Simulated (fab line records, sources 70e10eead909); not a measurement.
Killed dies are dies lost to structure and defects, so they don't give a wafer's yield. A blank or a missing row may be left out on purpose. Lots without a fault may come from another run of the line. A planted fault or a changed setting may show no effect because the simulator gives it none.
Which tool did it? | flow nand_harc | 12 lots, 36 wafers sampled, at 5 steps of a route of 1159

WHAT THE GAUGES READ, wafer by wafer
NHARC_END_SORT_01. Usual: killed_at_array 26, standard deviation 9.6; killed_at_other 0.7, standard deviation 0.92; killed_at_periphery 3.8, standard deviation 2.7; killed_dies 31, standard deviation 10; killed_open 3.3, standard deviation 1.7; killed_short 1.8, standard deviation 1.3.
lot  | measured     | on        | killed_at_array | killed_at_other | killed_at_periphery | killed_dies | killed_open | killed_short | flag
L603 | day 21 07:43 | prober-02 | 27 29 33        | 0 0 0           | 3 648 2             | 30 677 35   | 0 4 2       | 1 1 1        | OFF
L604 | day 22 18:03 | prober-01 | 38 42 36        | 0 1 0           | 639 5 641           | 677 48 677  | 4 3 3       | 1 2 1        | OFF

WHICH TOOL RAN EACH LOT (tool, then ch and the chambers of the sampled wafers, then the start)
lot  | NHARC_P_CONTACT_ALD_22              | NHARC_P_M0_DESCUM_14               | NHARC_P_M0_ETCH_34                 | NHARC_P_M0_STRIP_18
L594 | ald_metal-03 ch 0,1,2, day 5 14:17  | rie_diel-04 ch 0,1,2, day 6 01:06  | rie_diel-04 ch 2,3, day 6 01:11    | rie_diel-03 ch 1,2,3, day 6 01:31
L593 | ald_metal-01 ch 1,2,3, day 5 16:46  | rie_diel-10 ch 0,2, day 6 01:27    | rie_diel-10 ch 0,1,3, day 6 01:32  | rie_diel-04 ch 1,2,3, day 6 01:51
L596 | ald_metal-03 ch 0,2,3, day 6 07:34  | rie_diel-04 ch 0,2, day 6 14:19    | rie_diel-04 ch 1,2,3, day 6 14:23  | rie_diel-04 ch 0,1,3, day 6 14:41
L595 | ald_metal-04 ch 2,3, day 6 08:01    | rie_diel-10 ch 1,2,3, day 6 14:10  | rie_diel-10 ch 1,3, day 6 14:14    | rie_diel-03 ch 1,2, day 6 14:32
L603 | ald_metal-03 ch 0,2,3, day 7 23:59  | rie_diel-03 ch 0,3, day 8 02:11    | rie_diel-03 ch 0, day 8 02:16      | rie_diel-10 ch 0,3, day 8 02:33
L604 | ald_metal-03 ch 0,1, day 8 23:35    | rie_diel-10 ch 0, day 9 02:01      | rie_diel-10 ch 2, day 9 02:05      | rie_diel-10 ch 2, day 9 02:25
L608 | ald_metal-01 ch 0,2,3, day 9 07:13  | rie_diel-04 ch 0,2, day 9 11:20    | rie_diel-04 ch 0,1,2, day 9 11:26  | rie_diel-03 ch 0,2, day 9 11:44
L607 | ald_metal-04 ch 0,1,2, day 9 07:16  | rie_diel-04 ch 0,2,3, day 9 11:58  | rie_diel-04 ch 1,2,3, day 9 12:02  | rie_diel-04 ch 0,2,3, day 9 12:20
L609 | ald_metal-01 ch 0,1,3, day 9 16:30  | rie_diel-10 ch 1,2,3, day 9 21:02  | rie_diel-10 ch 0,1,2, day 9 21:07  | rie_diel-03 ch 0,2,3, day 9 21:23
L612 | ald_metal-01 ch 1,2, day 10 11:58   | rie_diel-04 ch 1,3, day 10 17:17   | rie_diel-04 ch 0,2,3, day 10 17:23 | rie_diel-03 ch 1,2, day 10 17:40
L614 | ald_metal-04 ch 0,2,3, day 10 23:38 | rie_diel-04 ch 0,1,3, day 11 05:22 | rie_diel-04 ch 0,1,3, day 11 05:28 | rie_diel-03 ch 0,1,2, day 11 05:45
L616 | ald_metal-04 ch 1,2,3, day 11 11:29 | rie_diel-10 ch 0,1,3, day 11 15:20 | rie_diel-10 ch 0,1,3, day 11 15:26 | rie_diel-10 ch 0,2, day 11 15:43
- NHARC_P_CONTACT_ALD_22: deposits TiN, target thk 3 nm, pulse time 1 s, ald cycles 150.
- NHARC_P_M0_DESCUM_14: chemistry O2, time 3 s.
- NHARC_P_M0_ETCH_34: etches the open film in N2/H2, target depth 40 nm, overetch 12 nm, time 43.94 s.
- NHARC_P_M0_STRIP_18: strips in N2/H2.

WHAT THE TOOLS THEMSELVES READ (means of the sampled wafers that have a number; where no wafer has one, the mark that the record gives instead)
NHARC_P_CONTACT_ALD_22. Usual: heater_power_w 1035 W, standard deviation 91; precursor_pulse_height_rel 1.000, standard deviation 0.019.
lot  | tool         | heater_power_w (W) | precursor_pulse_height_rel | flag
L594 | ald_metal-03 | 1043               | 0.995                      |
L593 | ald_metal-01 | 1059               | 1.005                      |
L596 | ald_metal-03 | 1059               | 1.010                      |
L595 | ald_metal-04 | 1042               | 0.998                      |
L603 | ald_metal-03 | 1068               | 1.011                      |
L604 | ald_metal-03 | 1122               | 0.995                      |
L608 | ald_metal-01 | 992                | 0.989                      |
L607 | ald_metal-04 | 1085               | 1.007                      |
L609 | ald_metal-01 | 1038               | 0.989                      |
L612 | ald_metal-01 | 1139               | 1.005                      |
L614 | ald_metal-04 | 1035               | 0.997                      |
L616 | ald_metal-04 | 989                | 0.982                      |

NHARC_P_M0_DESCUM_14. Usual: drypump_motor_current_A 5.7 A, standard deviation 0.47; mfc_ar_sccm 0.008 sccm, standard deviation 0.015; oes_product_au 0.999 a.u., standard deviation 0.0084; rf_vpp_V 57.8 V, standard deviation 0.94; showerhead_plenum_p_Torr 1.94 Torr, standard deviation 0.098; throttle_valve_pct 11.313 %, standard deviation 0.0092.
lot  | tool        | drypump_motor_current_A (A) | mfc_ar_sccm (sccm) | oes_product_au (a.u.) | rf_vpp_V (V) | showerhead_plenum_p_Torr (Torr) | throttle_valve_pct (%) | flag
L594 | rie_diel-04 | 5.8                         | 0.025              | 0.991                 | 58.9         | 1.92                            | 11.311                 |
L593 | rie_diel-10 | 6.3                         | 0.002              | 0.997                 | 57.8         | 2.06                            | 11.311                 |
L596 | rie_diel-04 | 5.8                         | 0.037              | 0.988                 | 58.3         | 1.93                            | 11.315                 |
L595 | rie_diel-10 | 5.7                         | 0.000              | 1.003                 | 57.2         | 1.93                            | 11.316                 |
L603 | rie_diel-03 | 5.3                         | 0.009              | 0.990                 | 58.2         | 1.96                            | 11.303                 |
L604 | rie_diel-10 | 6.3                         | 0.003              | 0.997                 | 58.1         | 2.06                            | 11.304                 |
L608 | rie_diel-04 | 6.0                         | 0.038              | 1.001                 | 57.8         | 1.95                            | 11.311                 |
L607 | rie_diel-04 | 5.8                         | 0.025              | 0.996                 | 58.4         | 1.94                            | 11.307                 |
L609 | rie_diel-10 | 5.6                         | 0.000              | 1.005                 | 57.0         | 1.93                            | 11.311                 |
L612 | rie_diel-04 | 5.5                         | 0.000              | 0.999                 | 57.2         | 1.90                            | 11.310                 |
L614 | rie_diel-04 | 5.6                         | 0.012              | 1.005                 | 56.4         | 1.91                            | 11.309                 |
L616 | rie_diel-10 | 5.6                         | 0.001              | 1.006                 | 58.2         | 1.93                            | 11.321                 |

NHARC_P_M0_ETCH_34. Usual: drypump_motor_current_A 5.7 A, standard deviation 0.48; mfc_ar_sccm 0.008 sccm, standard deviation 0.015; oes_product_au 0.998 a.u., standard deviation 0.0073; rf_vpp_V 431.1 V, standard deviation 2.9; showerhead_plenum_p_Torr 2.06 Torr, standard deviation 0.11; throttle_valve_pct 14.173 %, standard deviation 0.0086.
lot  | tool        | drypump_motor_current_A (A) | mfc_ar_sccm (sccm) | oes_product_au (a.u.) | rf_vpp_V (V) | showerhead_plenum_p_Torr (Torr) | throttle_valve_pct (%) | flag
L594 | rie_diel-04 | 6.1                         | 0.027              | 0.994                 | 431.9        | 2.11                            | 14.173                 |
L593 | rie_diel-10 | 5.6                         | 0.001              | 1.000                 | 430.4        | 2.07                            | 14.170                 |
L596 | rie_diel-04 | 5.8                         | 0.013              | 0.997                 | 430.7        | 2.07                            | 14.167                 |
L595 | rie_diel-10 | 5.3                         | 0.000              | 1.002                 | 430.4        | 2.03                            | 14.177                 |
L603 | rie_diel-03 | 5.2                         | 0.000              | 0.992                 | 428.6        | 1.98                            | 14.176                 |
L604 | rie_diel-10 | 6.4                         | 0.000              | 0.990                 | 434.6        | 2.18                            | 14.182                 |
L608 | rie_diel-04 | 5.8                         | 0.025              | 0.997                 | 431.4        | 2.04                            | 14.169                 |
L607 | rie_diel-04 | 5.8                         | 0.013              | 1.004                 | 431.0        | 2.06                            | 14.170                 |
L609 | rie_diel-10 | 6.0                         | 0.001              | 0.994                 | 432.9        | 2.09                            | 14.169                 |
L612 | rie_diel-04 | 5.8                         | 0.025              | 1.001                 | 431.7        | 2.08                            | 14.168                 |
L614 | rie_diel-04 | 5.6                         | 0.012              | 0.993                 | 430.5        | 2.04                            | 14.176                 |
L616 | rie_diel-10 | 5.6                         | 0.001              | 1.003                 | 430.7        | 2.06                            | 14.170                 |

NHARC_P_M0_STRIP_18. Usual: drypump_motor_current_A 5.5 A, standard deviation 0.43; mfc_ar_sccm 0.008 sccm, standard deviation 0.013; oes_product_au 0.998 a.u., standard deviation 0.0087; rf_vpp_V 90.6 V, standard deviation 0.96; showerhead_plenum_p_Torr 2.04 Torr, standard deviation 0.11; throttle_valve_pct 14.172 %, standard deviation 0.0088.
lot  | tool        | drypump_motor_current_A (A) | mfc_ar_sccm (sccm) | oes_product_au (a.u.) | rf_vpp_V (V) | showerhead_plenum_p_Torr (Torr) | throttle_valve_pct (%) | flag
L594 | rie_diel-03 | 5.3                         | 0.007              | 0.991                 | 91.1         | 2.01                            | 14.165                 |
L593 | rie_diel-04 | 5.8                         | 0.013              | 1.003                 | 90.4         | 2.07                            | 14.175                 |
L596 | rie_diel-04 | 5.6                         | 0.012              | 0.998                 | 89.8         | 2.04                            | 14.180                 |
L595 | rie_diel-03 | 5.1                         | 0.001              | 0.999                 | 89.8         | 1.92                            | 14.173                 |
L603 | rie_diel-10 | 5.8                         | 0.002              | 1.010                 | 91.1         | 2.15                            | 14.172                 |
L604 | rie_diel-10 | 6.4                         | 0.000              | 0.983                 | 90.6         | 2.18                            | 14.171                 |
L608 | rie_diel-03 | 5.1                         | 0.002              | 0.992                 | 90.6         | 1.93                            | 14.175                 |
L607 | rie_diel-04 | 5.9                         | 0.025              | 1.001                 | 91.7         | 2.08                            | 14.176                 |
L609 | rie_diel-03 | 5.2                         | 0.007              | 0.991                 | 90.5         | 2.03                            | 14.172                 |
L612 | rie_diel-03 | 5.1                         | 0.001              | 1.000                 | 89.9         | 1.91                            | 14.180                 |
L614 | rie_diel-03 | 5.1                         | 0.001              | 1.002                 | 90.1         | 1.93                            | 14.176                 |
L616 | rie_diel-10 | 6.4                         | 0.001              | 1.003                 | 91.9         | 2.19                            | 14.171                 |

THE ANSWER, worked out from the rows above alone
Rule: a lot is off if the mean of its wafers that have a number lies more than 3 standard deviations from the usual mean. A lot without any number at a reading at which 4 lots or more have one is off too. The other lots that the step has rows for count as sound. The gauges are gone through in route order, then the tools' own readings, and for those a lot's mean is taken as printed above. The first step at which some lot is off is used, and at that step the reading that is off furthest; a lot without a number counts as furthest.
Off: L603, L604, at NHARC_END_SORT_01 (killed_at_periphery). Neither off nor sound, because the step has no rows for them: L594, L593, L596, L595, L608, L607, L609, L612, L614, L616.
A tool fits if, at a process step before that reading, it ran every lot that is off, and no sound lot after the first of them. The gauges at NHARC_END_SORT_01 are tried like those tools. Can't be told from this: 2 tools fit, ald_metal-03 at NHARC_P_CONTACT_ALD_22, rie_diel-10 at NHARC_P_M0_STRIP_18.

WHAT THE SIMULATOR HAD PUT IN
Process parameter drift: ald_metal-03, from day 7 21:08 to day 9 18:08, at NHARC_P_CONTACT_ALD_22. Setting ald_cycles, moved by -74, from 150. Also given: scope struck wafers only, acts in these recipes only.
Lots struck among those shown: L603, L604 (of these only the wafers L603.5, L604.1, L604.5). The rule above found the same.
